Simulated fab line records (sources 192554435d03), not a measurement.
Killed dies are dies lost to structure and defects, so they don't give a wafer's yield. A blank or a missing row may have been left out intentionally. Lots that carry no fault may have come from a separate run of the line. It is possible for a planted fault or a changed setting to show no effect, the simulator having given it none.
Which of the tools did it? :: flow n5 finfet :: 24 lots, 72 wafers sampled, at 1 step of a route of 1938

== WHAT EACH GAUGE READ, for each wafer ==
N5_BEOL_M1_CD_MEAS_28: target cd y 23.3 nm.
lot: L074
measured: day 6 02:23
on: cd sem-02
cd nm (nm): 24.04 24.11 23.84

lot: L075
measured: day 6 11:28
on: cd sem-03
cd nm (nm): 23.64 23.96 24.01

lot: L076
measured: day 6 15:09
on: cd sem-02
cd nm (nm): 23.64 23.97 24.11

lot: L077
measured: day 6 23:10
on: cd sem-01
cd nm (nm): 24.11 24.34 23.73

lot: L078
measured: day 6 23:52
on: cd sem-02
cd nm (nm): 23.80 23.61 23.79

lot: L080
measured: day 7 13:04
on: cd sem-03
cd nm (nm): 23.69 23.94 23.84

lot: L079
measured: day 7 16:49
on: cd sem-03
cd nm (nm): 23.42 23.59 23.38

lot: L081
measured: day 7 18:44
on: cd sem-02
cd nm (nm): 24.31 24.59 23.79

lot: L083
measured: day 8 08:44
on: cd sem-01
cd nm (nm): 23.34 23.85 23.81

lot: L082
measured: day 8 09:53
on: cd sem-03
cd nm (nm): 24.17 24.44 24.42

lot: L084
measured: day 8 18:05
on: cd sem-02
cd nm (nm): 23.62 24.01 23.74

lot: L085
measured: day 8 23:47
on: cd sem-01
cd nm (nm): 24.07 23.68 23.56

lot: L086
measured: day 9 03:23
on: cd sem-03
cd nm (nm): 23.98 23.99 24.38

lot: L087
measured: day 9 07:10
on: cd sem-01
cd nm (nm): 23.90 23.82 24.48

lot: L088
measured: day 9 20:37
on: cd sem-01
cd nm (nm): 23.98 23.75 23.62

lot: L089
measured: day 10 01:08
on: cd sem-03
cd nm (nm): 24.45 23.88 24.27

lot: L090
measured: day 10 03:23
on: cd sem-03
cd nm (nm): 23.73 23.90 24.10

lot: L091
measured: day 10 06:44
on: cd sem-03
cd nm (nm): 24.63 23.37 23.80

lot: L092
measured: day 10 16:05
on: cd sem-03
cd nm (nm): 23.96 23.49 23.57

lot: L093
measured: day 10 18:43
on: cd sem-02
cd nm (nm): 23.22 24.21 23.94

lot: L094
measured: day 11 08:05
on: cd sem-02
cd nm (nm): 24.22 24.09 24.10

lot: L095
measured: day 11 17:45
on: cd sem-02
cd nm (nm): 24.00 23.81 23.83

lot: L096
measured: day 11 17:48
on: cd sem-01
cd nm (nm): 24.29 24.24 23.95

lot: L097
measured: day 12 02:42
on: cd sem-01
cd nm (nm): 24.04 23.85 23.69

== WHAT TOOL EACH LOT RAN ON (gives the tool, then ch and the chambers of the sampled wafers, and finally the start) ==
No process step before these readings appears in the record.

== WHAT THE TOOLS THEMSELVES READ (means of the sampled wafers that have a number; where no wafer has one, the mark that the record gives instead) ==
The record holds no such reading with a usual standard deviation.

== THE ANSWER, worked out from the rows above alone ==
Rule: what is usual is taken from the lots themselves. The widest of any qualifying gaps counts: lots, ordered by their means at a reading, are off when they make up no more than a third of the lots, leave a main group of 4 or more, and stand apart from it by 3 or more times the standard deviation of that group's means. The tables above print the reading to a certain number of digits; a main group whose means all agree to those digits is not used. A lot without any number at a reading at which 4 lots or more have one is off too. All remaining lots with rows at the step are treated as sound. The gauges are gone through in route order, then the tools' own readings, and for those a lot's mean is taken as printed above. The first step at which some lot is off is used, and at that step the reading that is off furthest; a lot without a number counts as furthest.
Nothing can be told from this: no lot is off at any reading shown.

== WHAT HAD BEEN PUT IN BY THE SIMULATOR ==
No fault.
